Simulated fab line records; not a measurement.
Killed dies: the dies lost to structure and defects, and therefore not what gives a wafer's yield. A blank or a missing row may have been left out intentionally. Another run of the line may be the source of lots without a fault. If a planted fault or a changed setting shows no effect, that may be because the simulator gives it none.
A struck lot beside a sound one    flow n5 finfet    20 steps out of a route of 1938
Sound: these wafers, L194.1, L194.2, L194.4. Struck: wafers L200.1, L200.3, L200.5. Last of all comes the cause.
At each step with rows: each side's tool, then ch and its chambers, then its first start. Under that, the readings that differ: sound wafers    struck wafers    difference of the means    sigmas: that difference in standard deviations of wafers without a fault.
alike: words and numbers the same on both sides, and readings whose means are apart by under 2 such deviations; not compared: readings that were withheld, readings missing a value for some wafer, numbers with overlapping values and no deviation given by the record, and bounds like >300 which may hide the same value.
Wherever a step has rows on one side only, a row that says differs or no value, or a row with sigmas, the two part there. When numbers do not overlap yet have no deviation, they are printed without sigmas and do not part them. A reading that every wafer of one side lacks parts them only if that side has two wafers or more.

first, 8 steps without rows for these wafers: N5_BEOL_M6_CMP_52 (polishes, stops on SiCOH lowk, t overpolish 6.9 s, target thk 80 nm); N5_BEOL_M6_PRE_CLEAN_55 (time 15 s); N5_BEOL_M6_DEP_56 (deposits SiCN from 3MS/NH3, target thk 10 nm, time 17.5 s); N5_BEOL_M7_ILD_DEP_00 (deposits SiCOH lowk from DEMS/porogen, target thk 179.75 nm, time 33.4 s); N5_BEOL_M7_CURE_74 (cures SiCOH lowk, time 240 s); N5_BEOL_M7_PECVD_70 (deposits SiO2 from TEOS/O2, target thk 20 nm, time 22.7 s); N5_BEOL_M7_HM_DEP_02 (deposits TiN, target thk 20 nm); N5_BEOL_M7_COAT_59 (time 60 s, resist thk 100 nm).
N5_BEOL_M7_COAT_60: time 60 s, resist thk 35 nm.
  sound on litho track-04 ch 0, day 11 16:38; struck on litho track-04 ch 0, day 13 20:03
reading                                     sound                 struck                difference  sigmas
spin speed rpm (rpm)                        1499.9 1499.5 1500.0  1359.5 1359.7 1360.2  -140.0      -99 or more
model.SiARC_of_BEOL_M7_COAT_60.thk nm (nm)  34.8 34.8 34.8        36.6 36.8 36.6        +1.9        
  alike: resist line temp C
then, 7 steps without rows for these wafers: N5_BEOL_M7_COAT_05 (resist thk 90 nm); N5_BEOL_M7_EBR_07; N5_BEOL_M7_SOFTBAKE_06 (time 60 s); N5_BEOL_M7_EXPOSE_08 (exposes mask M7); N5_BEOL_M7_PEB_09 (peb time 60 s); N5_BEOL_M7_DEVELOP_10 (develop time 30 s); N5_BEOL_M7_DESCUM_16 (chemistry O2, time 7.9 s).
N5_BEOL_M7_ETCH_61: etches SiARC in CF4, target depth 45.5 nm, time 75.8 s.
  sound on rie diel-01 ch 1,2,3, day 11 17:08; struck on rie diel-02 ch 0,3, day 13 20:25
reading                                       sound              struck             difference  sigmas
etch rf on time s (s)                         75.5 75.5 76.5     81.5 80.4 79.4     +4.6        +4
model.etch.depth nm (nm)                      34.82 34.79 34.88  36.57 36.81 36.65  +1.85       
model.CAR-ArF_of_BEOL_M7_COAT_05.thk nm (nm)  51.6 51.4 51.2     49 49.2 49         -2          
  alike: drypump motor current A, oes product au, rf vpp V, showerhead plenum p Torr, throttle valve pct
  not compared: rf hours counter h
N5_BEOL_M7_ETCH_62: etches SOC in N2/H2, target depth 110 nm, overetch 22 nm, time 165 s.
  sound on rie diel-01 ch 1,2,3, day 11 17:11; struck on rie diel-02 ch 0,3, day 13 20:28
reading                                     sound         struck        difference  sigmas
model.SiARC_of_BEOL_M7_COAT_60.thk nm (nm)  28.2 28 28.4  30.2 30.2 30  +1.9        
  alike: drypump motor current A, oes product au, rf vpp V, showerhead plenum p Torr, throttle valve pct
  not compared: rf hours counter h
then, 1 step without rows for these wafers: N5_BEOL_M7_STRIP_68 (strips in N2/H2).
N5_PASSIVATION_PROBE_49:
  rows exist in the record for the sound wafers here (prober-01, day 14 22:03), none for the struck ones

## WHERE THEY PART
At N5_BEOL_M7_COAT_60 first; at N5_PASSIVATION_PROBE_49 last (within this record only).

WHY: what the simulator had put in
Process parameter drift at N5_BEOL_M7_COAT_60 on litho track-04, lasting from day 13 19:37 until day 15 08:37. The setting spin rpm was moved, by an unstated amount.
